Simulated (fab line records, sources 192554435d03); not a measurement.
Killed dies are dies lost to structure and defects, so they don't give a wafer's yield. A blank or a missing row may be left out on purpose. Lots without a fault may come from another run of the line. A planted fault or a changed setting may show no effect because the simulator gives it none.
Chamber matching | flow n5_finfet | N5_BEOL_M0_STRIP_104 on rie_diel-05: 4 sister chambers
The step strips in N2/H2. 4 wafers are shown with their chamber, then 8 later ones without.

WAFERS WITH THEIR CHAMBER
wafer  | chamber | showerhead_plenum_p_Torr (Torr)
L077.6 | 0       | 2.46
L088.2 | 3       | 2.68
L088.5 | 1       | 2.48
L094.1 | 2       | 2.70

WAFERS WITHOUT THEIR CHAMBER
wafer  | showerhead_plenum_p_Torr (Torr)
L094.2 | 2.67
L094.5 | 2.70
L095.2 | 2.67
L095.3 | 2.47
L095.4 | 2.70
L096.2 | 2.69
L096.3 | 2.45
L096.4 | 2.67

WHICH CHAMBER EACH WENT THROUGH
wafer  | from the rows above     | in truth
L094.2 | 3                       | 3
L094.5 | 2                       | 2
L095.2 | 3                       | 3
L095.3 | can't be placed: 1 or 0 | 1
L095.4 | 2                       | 2
L096.2 | can't be placed: 3 or 2 | 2
L096.3 | 0                       | 0
L096.4 | 3                       | 3
Placed correctly: 6 of 8. Can't be placed from these rows: 2 (the true chamber is among the candidates in 2). Placed wrongly: 0.
How it was worked out, from the rows above alone: a wafer's distance from a chamber is the root of the sum, over the readings, of the square of ((its reading less the chamber's mean) divided by the reading's scatter). The wafer belongs to the nearest chamber; if the next one is less than 2 further off, it can't be placed. A chamber's mean is the mean of its shown wafers. The scatter: with one shown wafer a chamber, the root of the mean of the squares of how far each hidden wafer lies from its nearest shown one.
